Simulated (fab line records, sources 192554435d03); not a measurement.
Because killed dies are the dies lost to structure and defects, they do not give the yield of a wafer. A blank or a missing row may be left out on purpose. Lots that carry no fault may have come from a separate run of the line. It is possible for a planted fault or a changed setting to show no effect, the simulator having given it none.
fab line records    flow n5_finfet
record lots=7  wafers=18  last_day=17
route steps=1938 shown BEOL_M4@1050 PASSIVATION@1936
lots with no fault: from the same line, run without faults
start_h: start of the lot's first displayed wafer, in hours after the record's first day    wait_h: hours since the lot's step before    " the same as in the row above    L1.1+2: a single row standing in for several wafers    - no value, or no start given    * or withheld: withheld    < > ~ a bound
route shown NAME@n: a module of which the file shows steps, and the number in the route of the first    usual: mean and standard deviation over wafers with no fault    same: alike in all rows    chamber/n: place in a boat    sites: per-site readings    _std_site: standard deviation of those values    _edge_site: mean of outer sites minus mean of inner sites    radius_mm: how far each site lies from the wafer's centre    mask NAME#n: copy n    behind: the last tool/chamber to shape the wafer    hold: why the lot went on hold/how many hours it stayed there/how the hold came to an end    device: the transistor (n, p or np) that didn't switch    end of line: tests run on the same wafers once the route is complete    a step without rows: its recipe alone    killed: not the wafer's yield, but the dies lost to structure and defects at the first sort    map: a wafer's dies, x killed, . not, _ none there
set.NAME: setting as actually run; set.NAME@STEP: the setting as run at that earlier step    model.NAME: the simulator's own value behind a step, which no gauge read
lots at selected steps of the route; one table per step, one row per wafer
services: when a tool's chamber went out of use (start_h, in hours from the record's first day, below 0 if earlier), for how many hours, and the reason
## steps
# step N5_BEOL_M4_COAT_22
# recipe resist=CAR-EUV  spin_rpm=1500  resist_thk_nm=30
# step N5_BEOL_M4_EBR_24
# recipe solvent=PGMEA  ebr_width_mm=1.5
# step N5_BEOL_M4_SOFTBAKE_23
# recipe temp_c=110  time_s=60  resist=CAR-EUV
# step N5_BEOL_M4_EXPOSE_25
# recipe mask_id=V3  na=0.33  source_shape=quasar  sigma_inner=0.2  sigma_outer=0.8  polarization=unpolarized  defocus_nm=5  dose_mj=63
# step N5_BEOL_M4_PEB_26
# recipe peb_temp_c=100  peb_time_s=60  resist=CAR-EUV
# step N5_BEOL_M4_DEVELOP_27
# recipe develop_time_s=30  developer=TMAH  resist=CAR-EUV  rinse_liquid=surfactant_rinse  dry=air_spin  dev_temp_c=23
# step N5_BEOL_M4_CD_MEAS_28
# recipe target_cd_nm=26.2  landing_energy_ev=500  detector=se_inlens  target_cd_y_nm=24.1  polarity=opening
# usual cd_nm=26.21/0.22
lot.wafer  tool       chamber  start_h  wait_h  cd_nm
L193.1     cd_sem-03  0        193.30   -       26.31
L193.3     "          0        "        "       26.19
L193.4     "          0        "        "       26.24
L201.3     cd_sem-02  0        227.39   -       26.07
L201.5     "          0        "        "       26.45
L201.6     "          0        "        "       26.50
L204.1     cd_sem-01  0        246.57   -       26.35
L204.6     "          0        "        "       26.13
L205.3     cd_sem-03  0        254.68   -       26.21
L205.6     "          0        "        "       26.20
L208.2     cd_sem-03  0        275.81   -       26.44
L208.3     "          0        "        "       26.31
L210.1     cd_sem-03  0        292.68   -       26.21
L210.4     "          0        "        "       26.40
L210.5     "          0        "        "       26.10
L211.2     cd_sem-03  0        296.21   -       26.40
L211.3     "          0        "        "       26.18
L211.5     "          0        "        "       26.46
# step N5_BEOL_M4_OVL_MEAS_29
# recipe points_per_wafer=522
# usual V3_OVL=-0.2/0.65
lot.wafer  tool        chamber  start_h  wait_h  V3_OVL[nm]
L193.1     overlay-01  0        193.33   0.0     -1.5
L193.3     "           0        "        "       -1.4
L193.4     "           0        "        "       -0.5
L201.3     overlay-02  0        227.43   0.0     -1.1
L201.5     "           0        "        "       -1.0
L201.6     "           0        "        "       -0.7
L204.1     overlay-02  0        246.60   0.0     0.0
L204.6     "           0        "        "       0.3
L205.3     overlay-02  0        254.72   0.0     0.3
L205.6     "           0        "        "       -1.3
L208.2     overlay-01  0        275.84   0.0     0.0
L208.3     "           0        "        "       -0.1
L210.1     overlay-02  0        292.71   0.0     -0.8
L210.4     "           0        "        "       -1.5
L210.5     "           0        "        "       -1.5
L211.2     overlay-02  0        296.25   0.0     0.4
L211.3     "           0        "        "       -0.8
L211.5     "           0        "        "       -0.4
# step N5_BEOL_M4_INSPECT_30
# recipe mode=adi  inspect_instrument=brightfield
# usual raw_defect_count=426/95
lot.wafer  tool               chamber  start_h  wait_h  raw_defect_count
L193.1     defect_inspect-02  -        193.39   0.1     530
L193.3     "                  -        "        "       554
L193.4     "                  -        "        "       428
L201.3     defect_inspect-02  -        227.48   0.0     450
L201.5     "                  -        "        "       365
L201.6     "                  -        "        "       339
L204.1     defect_inspect-02  -        246.66   0.1     515
L204.6     "                  -        "        "       481
L205.3     defect_inspect-01  -        254.76   0.0     343
L205.6     "                  -        "        "       294
L208.2     defect_inspect-02  -        275.89   0.0     689
L208.3     "                  -        "        "       433
L210.1     defect_inspect-02  -        292.77   0.1     488
L210.4     "                  -        "        "       417
L210.5     "                  -        "        "       477
L211.2     defect_inspect-01  -        296.31   0.1     309
L211.3     "                  -        "        "       398
L211.5     "                  -        "        "       414
# step N5_BEOL_M4_DESCUM_33
# recipe chemistry=O2  time_s=7  source_power_w=50  bias_power_w=20  pressure_mtorr=20  rf_frequency_hz=2.712e+07  temp_c=40  resist=CAR-EUV  o2_flow_sccm=225
# usual drypump_motor_current_A=5.5/0.48  oes_product_au=0.82/0.093  rf_vpp_V=243.1/1.4  showerhead_plenum_p_Torr=2.09/0.073  throttle_valve_pct=20.39/0.28
lot.wafer  tool         chamber  start_h  wait_h  drypump_motor_current_A  oes_product_au  rf_hours_counter_h  rf_vpp_V  showerhead_plenum_p_Torr  throttle_valve_pct
L193.1     rie_diel-03  0        193.76   0.4     6.1                      0.90            27                  242.7     2.06                      20.72
L193.3     "            3        "        "       5.1                      0.73            154                 243.9     2.16                      20.28
L193.4     "            2        "        "       5.9                      0.69            229                 241.7     2.08                      20.55
L201.3     rie_diel-02  2        227.54   0.1     5.1                      0.84            78                  241.5     2.04                      20.35
L201.5     "            0        "        "       5.1                      0.70            -                   240.5     1.96                      20.87
L201.6     "            1        "        "       6.4                      0.95            -                   242.4     2.05                      19.83
L204.1     rie_diel-03  1        246.69   0.0     5.3                      0.79            97                  242.1     2.05                      20.31
L204.6     "            3        "        "       5.1                      0.72            -                   244.6     2.15                      20.32
L205.3     rie_diel-02  2        254.80   0.0     5.1                      0.83            87                  242.4     2.04                      20.36
L205.6     "            0        "        "       5.1                      0.68            -                   240.6     1.96                      20.88
L208.2     rie_diel-02  1        275.93   0.0     6.4                      0.90            34                  242.8     2.04                      19.86
L208.3     "            3        "        "       5.3                      0.87            65                  246.2     2.22                      20.34
L210.1     rie_diel-02  2        292.80   0.0     5.1                      0.81            103                 243.1     2.03                      20.38
L210.4     "            1        "        "       6.4                      0.88            42                  244.3     2.04                      19.85
L210.5     "            3        "        "       5.3                      0.85            -                   244.3     2.22                      20.35
L211.2     rie_diel-02  0        296.34   0.0     5.1                      0.95            3                   245.2     2.22                      20.39
L211.3     "            1        "        "       6.4                      0.88            43                  242.8     2.04                      19.89
L211.5     "            2        "        "       5.1                      0.81            -                   242.7     2.03                      20.40
# step N5_BEOL_M4_ETCH_77
# recipe chemistry=N2/H2  target=underlayer  target_depth_a=65  mask_material=CAR-EUV  time_s=5.2  ion_energy_ev=200  pressure_mtorr=30  source_w=840  bias_w=150  n2_flow_sccm=200  h2_flow_sccm=200  ends=cleared
# usual drypump_motor_current_A=5.5/0.48  etch_rf_on_time_s=5.19/0.086  oes_product_au=0.70/0.077  rf_vpp_V=523.4/2.7  showerhead_plenum_p_Torr=2.54/0.09  throttle_valve_pct=17.8/0.31
lot.wafer  tool         chamber  start_h  wait_h  drypump_motor_current_A  etch_rf_on_time_s  oes_product_au  rf_hours_counter_h  rf_vpp_V  showerhead_plenum_p_Torr  throttle_valve_pct
L193.1     rie_diel-03  0        193.80   0.0     6.2                      4.97               0.78            27                  522.8     2.49                      18.0
L193.3     "            3        "        "       5.2                      5.21               0.62            154                 525.9     2.66                      17.9
L193.4     "            2        "        "       5.9                      5.18               0.60            229                 523.8     2.51                      18.0
L201.3     rie_diel-02  2        227.57   0.0     5.1                      5.28               0.69            78                  521.5     2.48                      17.8
L201.5     "            0        "        "       5.1                      5.18               0.59            -                   519.8     2.39                      18.2
L201.6     "            1        "        "       6.4                      5.23               0.78            -                   524.9     2.49                      17.2
L204.1     rie_diel-03  1        246.73   0.0     5.3                      5.20               0.69            97                  521.4     2.45                      17.5
L204.6     "            3        "        "       5.2                      5.20               0.62            -                   526.9     2.65                      18.0
L205.3     rie_diel-02  2        254.83   0.0     5.2                      5.21               0.69            87                  520.5     2.48                      17.9
L205.6     "            0        "        "       5.1                      5.18               0.59            -                   521.0     2.39                      18.3
L208.2     rie_diel-02  1        275.96   0.0     6.4                      5.22               0.75            34                  521.8     2.48                      17.3
L208.3     "            3        "        "       5.3                      5.07               0.74            65                  527.4     2.67                      17.6
L210.1     rie_diel-02  2        292.84   0.0     5.1                      5.21               0.68            103                 522.2     2.47                      17.9
L210.4     "            1        "        "       6.4                      5.25               0.75            42                  520.6     2.48                      17.2
L210.5     "            3        "        "       5.3                      5.12               0.72            -                   527.1     2.67                      17.6
L211.2     rie_diel-02  0        296.38   0.0     5.1                      5.10               0.82            3                   527.3     2.71                      17.7
L211.3     "            1        "        "       6.4                      5.26               0.74            43                  520.3     2.48                      17.3
L211.5     "            2        "        "       5.2                      5.25               0.67            -                   520.9     2.47                      17.9
# step N5_BEOL_M4_ETCH_69
# recipe chemistry=CF4  target=SiARC  target_depth_a=156  mask_material=CAR-EUV  time_s=26  ion_energy_ev=80  pressure_mtorr=40  source_w=545  bias_w=36  Ar_flow_sccm=100  cf4_flow_sccm=100  ends=cleared
# usual drypump_motor_current_A=5.5/0.48  etch_rf_on_time_s=26.0/0.38  oes_product_au=0.70/0.077  rf_vpp_V=183.9/1.2  showerhead_plenum_p_Torr=2.13/0.075  throttle_valve_pct=15.5/0.3
lot.wafer  tool         chamber  start_h  wait_h  drypump_motor_current_A  etch_rf_on_time_s  oes_product_au  rf_hours_counter_h  rf_vpp_V  showerhead_plenum_p_Torr  throttle_valve_pct
L193.1     rie_diel-03  0        193.81   0.0     6.1                      25.5               0.77            27                  182.9     2.10                      15.7
L193.3     "            3        "        "       5.1                      26.3               0.63            154                 183.9     2.24                      15.7
L193.4     "            2        "        "       5.8                      26.3               0.60            229                 182.4     2.10                      15.6
L201.3     rie_diel-02  2        227.59   0.0     5.1                      26.2               0.69            78                  183.6     2.07                      15.4
L201.5     "            0        "        "       5.1                      26.4               0.59            -                   182.7     2.03                      16.2
L201.6     "            1        "        "       6.4                      25.7               0.79            -                   184.5     2.10                      15.0
L204.1     rie_diel-03  1        246.74   0.0     5.3                      26.2               0.68            97                  183.9     2.08                      15.4
L204.6     "            3        "        "       5.2                      26.4               0.62            -                   184.6     2.23                      15.8
L205.3     rie_diel-02  2        254.85   0.0     5.1                      25.7               0.69            87                  183.6     2.07                      15.5
L205.6     "            0        "        "       5.1                      26.3               0.59            -                   182.7     2.03                      16.2
L208.2     rie_diel-02  1        275.98   0.0     6.4                      26.0               0.76            34                  183.7     2.09                      15.1
L208.3     "            3        "        "       5.3                      25.5               0.74            65                  184.9     2.25                      15.4
L210.1     rie_diel-02  2        292.86   0.0     5.1                      25.6               0.68            103                 182.6     2.06                      15.5
L210.4     "            1        "        "       6.4                      25.9               0.75            42                  182.0     2.09                      15.1
L210.5     "            3        "        "       5.3                      25.5               0.73            -                   185.8     2.25                      15.4
L211.2     rie_diel-02  0        296.39   0.0     5.1                      25.7               0.82            3                   185.1     2.28                      15.7
L211.3     "            1        "        "       6.4                      25.8               0.75            43                  184.1     2.09                      15.1
L211.5     "            2        "        "       5.1                      25.7               0.68            -                   182.8     2.06                      15.5
# step N5_BEOL_M4_ALD_98
# recipe material=SiO2  target_thk_a=25  temp_c=100  ald_precursor_family=BDEAS  ald_co_reactant=O2-plasma  pulse_time_s=1  co_reactant_pulse_time_s=1  purge_time_s=2  co_reactant_purge_time_s=2  ald_cycles=17  pressure_torr=2
# usual ald_cycles=17/0  chamber_pressure_Torr=2.000/0.0046  heater_power_w=80/9.4  precursor_pulse_height_rel=0.999/0.02
# same co_reactant_purge_time_s=2
lot.wafer  tool        chamber  start_h  wait_h  ald_cycles  chamber_pressure_Torr  heater_power_w  precursor_pulse_height_rel  model.SiO2_of_BEOL_M4_ALD_98.thk_nm
L193.1     ald_sin-02  2        194.10   0.3     17          1.997                  68              0.995                       2.6
L193.3     "           1        "        "       17          2.012                  88              0.987                       2.4
L193.4     "           0        "        "       17          1.994                  64              1.003                       2.6
L201.3     ald_sin-04  0        227.67   0.1     17          2.002                  83              0.959                       2.6
L201.5     "           1        "        "       17          2.005                  75              0.983                       2.6
L201.6     "           2        "        "       17          2.002                  88              0.986                       2.6
L204.1     ald_sin-02  0        246.82   0.1     17          2.007                  64              0.995                       2.6
L204.6     "           0        "        "       13          2.004                  64              1.024                       2
L205.3     ald_sin-02  1        255.39   0.5     13          2.000                  86              1.022                       2
L205.6     "           1        "        "       13          2.000                  86              1.005                       2
L208.2     ald_sin-02  2        277.06   1.1     17          1.998                  70              1.026                       2.6
L208.3     "           0        "        "       13          1.992                  65              1.013                       2
L210.1     ald_sin-04  3        292.94   0.1     17          2.002                  67              1.008                       2.4
L210.4     "           2        "        "       17          1.994                  94              0.994                       2.4
L210.5     "           3        "        "       17          2.006                  67              0.992                       2.4
L211.2     ald_sin-04  1        296.47   0.1     17          2.001                  74              0.965                       2.4
L211.3     "           3        "        "       17          1.995                  67              0.996                       2.4
L211.5     "           1        "        "       17          2.004                  74              0.980                       2.6
# step N5_BEOL_M4_ETCHBACK_99
# recipe chemistry=CHF3  target=SiO2  target_depth_a=50  time_s=10.4  source_w=215  bias_w=47  Ar_flow_sccm=200  CHF3_flow_sccm=12  ion_energy_ev=100  pressure_mtorr=30
# usual CHF3_flow_sccm=12.00/0.038  drypump_motor_current_A=5.5/0.5  oes_f_703_au=0.81/0.082  oes_product_au=0.82/0.092  rf_vpp_V=244/4.1  showerhead_plenum_p_Torr=2.13/0.073  throttle_valve_pct=17.0/0.34
lot.wafer  tool         chamber  start_h  wait_h  CHF3_flow_sccm  drypump_motor_current_A  oes_f_703_au  oes_product_au  rf_hours_counter_h  rf_vpp_V  showerhead_plenum_p_Torr  throttle_valve_pct
L193.1     rie_diel-03  3        195.48   1.3     12.02           5.2                      0.75          0.73            155                 237       2.24                      17.1
L193.3     "            2        "        "       11.97           5.8                      0.69          0.70            229                 252       2.11                      17.1
L193.4     "            1        "        "       11.95           5.3                      0.82          0.82            82                  249       2.09                      16.8
L201.3     rie_diel-03  3        231.83   4.1     12.01           5.1                      0.74          0.71            170                 238       2.24                      17.2
L201.5     "            1        "        "       11.97           5.3                      0.80          0.81            -                   248       2.08                      16.8
L201.6     "            2        "        "       11.95           5.9                      0.68          0.69            -                   253       2.11                      17.1
L204.1     rie_diel-02  1        257.16   10.3    11.98           6.4                      0.89          0.90            27                  242       2.10                      16.5
L204.6     "            1        "        "       11.93           6.4                      0.89          0.90            -                   242       2.10                      16.5
L205.3     rie_diel-04  1        257.28   1.9     12.03           6.0                      0.71          0.71            232                 248       2.22                      17.5
L205.6     "            2        "        "       11.99           5.1                      0.86          0.88            -                   240       2.10                      16.9
L208.2     rie_diel-04  0        281.58   4.5     11.95           5.0                      0.88          0.91            18                  244       2.09                      16.8
L208.3     "            1        "        "       12.02           6.0                      0.70          0.70            241                 247       2.21                      17.5
L210.1     rie_diel-02  1        295.46   2.5     11.96           6.4                      0.86          0.87            43                  242       2.09                      16.5
L210.4     "            2        "        "       11.98           5.1                      0.79          0.79            104                 239       2.07                      16.9
L210.5     "            1        "        "       12.00           6.4                      0.87          0.88            -                   240       2.09                      16.5
L211.2     rie_diel-04  0        299.00   2.5     12.02           5.0                      0.88          0.90            25                  245       2.09                      16.8
L211.3     "            1        "        "       11.97           6.0                      0.69          0.69            248                 247       2.21                      17.5
L211.5     "            0        "        "       11.97           5.0                      0.88          0.89            -                   243       2.09                      16.9
# step N5_BEOL_M4_RC_MEAS_101
# usual DIBL_N=35.8/1.5  DIBL_P=35.9/1.8  IOFF_N=0.152/0.025  IOFF_P=0.21/0.031  ION_N=672/11  ION_P=462/7.4  SS_N=71.5/0.52  SS_P=73.2/0.54  VT_N=250/3  VT_P=-250/3.3
lot.wafer  tool       chamber  start_h  wait_h  DIBL_N[mV/V]  DIBL_P[mV/V]  IOFF_N[nA/um]  IOFF_P[nA/um]  ION_N[uA/um]  ION_P[uA/um]  SS_N[mV/dec]  SS_P[mV/dec]  VT_N[mV]  VT_P[mV]
L193.1     prober-01  0        199.61   0.1     35.4          35.9          0.139          0.17           662           449           72.0          72.9          251       -252
L193.3     "          0        "        "       34.5          35.5          0.127          0.16           668           452           70.7          72.8          252       -254
L193.4     "          0        "        "       35.1          35.9          0.136          0.17           664           459           70.7          73.0          250       -254
L201.3     prober-01  0        237.07   0.3     35.1          35.8          0.145          0.19           674           462           71.6          74.0          250       -249
L201.5     "          0        "        "       34.8          35.1          0.134          0.18           676           461           71.4          73.3          252       -253
L201.6     "          0        "        "       36.6          37.9          0.180          0.22           681           470           71.3          74.0          247       -252
L204.1     prober-02  0        261.63   0.0     35.2          36.2          0.142          0.20           675           461           71.5          73.4          250       -252
L204.6     "          0        "        "       34.7          34.7          0.126          0.19           656           454           71.1          73.1          256       -251
L205.3     prober-01  0        264.02   0.3     36.5          38.0          0.196          0.28           706           489           72.4          73.7          245       -243
L205.6     "          0        "        "       36.5          38.1          0.194          0.27           694           476           72.0          73.1          247       -247
L208.2     prober-02  0        285.99   0.2     34.3          35.6          0.129          0.20           669           464           71.0          73.1          256       -252
L208.3     "          0        "        "       34.3          36.2          0.141          0.21           676           466           70.4          73.1          252       -253
L210.1     prober-02  0        300.36   0.0     34.1          34.8          0.141          0.20           655           454           71.6          73.6          250       -249
L210.4     "          0        "        "       35.3          36.5          0.157          0.22           672           467           71.7          73.4          248       -248
L210.5     "          0        "        "       37.5          39.3          0.206          0.28           681           471           71.9          74.0          247       -246
L211.2     prober-01  0        303.50   0.2     34.3          33.5          0.120          0.19           653           455           70.4          72.2          256       -250
L211.3     "          0        "        "       38.3          38.4          0.200          0.28           685           470           71.4          72.8          249       -244
L211.5     "          0        "        "       33.3          32.8          0.114          0.18           656           455           70.2          72.3          252       -251
# step N5_PASSIVATION_PROBE_49
# usual defect_limited_yield=91.7/1.7  killed_at_M0_to_M3=34/10  killed_at_M4_up=13/5.1  killed_at_contacts=12/6.2  killed_at_front_end=36/12  killed_at_other=3.2/2.6  killed_dies=98/20  killed_on_rim=13/4.5  killed_open=65/13  killed_short=32/8.4  sort_bin_5_function=4.8/1.1  sort_bin_6_memory=3.2/0.74  sort_n_pass=1082/20  sort_yield_pct=91.7/1.7
# same gross_dies=1180  killed_at_back_side=0  sort_bin_4_leakage[%]=0  sort_bin_8_speed[%]=0
lot.wafer  tool       chamber  start_h  wait_h  defect_limited_yield[%]  killed_at_M0_to_M3  killed_at_M4_up  killed_at_contacts  killed_at_front_end  killed_at_other  killed_dies  killed_on_rim  killed_open  killed_short  sort_bin_5_function[%]  sort_bin_6_memory[%]  sort_n_pass  sort_yield_pct[%]
L210.1     prober-02  -        395.40   0.0     93.2                     43                  12               5                   20                   0                80           10             54           26            3.7                     2.8                   1100         93.2
L210.4     prober-02  -        395.55   0.2     92.6                     29                  12               16                  30                   0                87           8              58           28            4.7                     2.5                   1093         92.6
L210.5     prober-02  -        395.60   0.2     89.7                     32                  24               20                  41                   4                121          10             77           43            6.4                     3.6                   1059         89.7
# killed by level:class
L210.1 BEOL_M2:geometric_particle:open=10 BEOL_M0_SAQP:geometric_particle:short=8 BEOL_M0_SAQP:geometric_particle:open=7 BEOL_M1:geometric_particle:open=5 BEOL_M3:geometric_particle:open=5 ILD0:geometric_particle:open=4 BEOL_M4:geometric_particle:open=4 FIN_SAQP:geometric_particle:open=3
L210.4 MOL_CONTACT_COAG:geometric_particle:open=13 FIN_SAQP:geometric_particle:open=8 BEOL_M3:geometric_particle:open=7 FIN_SAQP:geometric_particle:short=6 BEOL_M2:geometric_particle:open=6 BEOL_M1:geometric_particle:open=4 BEOL_M3:geometric_particle:short=4 BEOL_M0_SAQP:geometric_particle:short=3
L210.5 MOL_CONTACT_COAG:geometric_particle:open=15 BEOL_M4:geometric_particle:open=11 FIN_SAQP:geometric_particle:short=10 BEOL_M0_SAQP:geometric_particle:open=9 FIN_SAQP:geometric_particle:open=7 BEOL_M0_SAQP:geometric_particle:short=7 STI_FIN_REVEAL:geometric_particle:open=6 DUMMY_GATE:geometric_particle:open=5
## services
tool         chamber  start_h  hours  kind
ald_sin-02   2        202.57   4.8    repair
rie_diel-03  1        204.96   8.0    repair
ald_sin-04   2        218.00   5.9    repair
ald_sin-02   2        219.17   9.0    repair
rie_diel-03  0        222.41   3.9    repair
rie_diel-04  0        244.97   22.3   repair
rie_diel-03  2        251.38   -      clean
rie_diel-03  2        251.38   -      consumable_replace:focus_ring
rie_diel-03  2        251.38   17.0   scheduled_down
rie_diel-03  2        251.38   17.0   vent_cycle
ald_sin-02   -        256.16   1.2    repair
rie_diel-02  0        267.08   -      clean
rie_diel-02  0        267.08   -      consumable_replace:focus_ring
rie_diel-02  0        267.08   -      consumable_replace:showerhead
rie_diel-02  0        267.08   22.5   scheduled_down
rie_diel-02  0        267.08   22.5   vent_cycle
ald_sin-04   -        268.25   14.0   pm
ald_sin-04   0        268.25   14.0   vent_cycle
ald_sin-04   1        268.25   14.0   vent_cycle
ald_sin-04   2        268.25   14.0   vent_cycle
ald_sin-04   3        268.25   14.0   vent_cycle
rie_diel-02  3        277.74   6.1    repair
ald_sin-04   0        282.25   -      clean
ald_sin-04   1        282.25   -      clean
## key
first_sign step=N5_BEOL_M4_ALD_98  reading=ald_cycles  direction=down  sigmas=99+  usual=*  struck=*
effect none on later readings
model_effect step=N5_BEOL_M4_ALD_98  value=SiO2_of_BEOL_M4_ALD_98.thk_nm  without=2.55  struck=2
met_at N5_BEOL_M4_ALD_98
struck_wafers L204.6,L205.3,L205.6,L208.3
onset_between 194.10 246.82
fault kind=process_parameter_drift  tool=ald_sin-02  chamber=-  onset_h=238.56  steps=N5_BEOL_M4_ALD_98  channel=ald_cycles  offset=*  shape=step  end_h=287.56  scope=struck_wafers_only  acts_in=*  stated=*
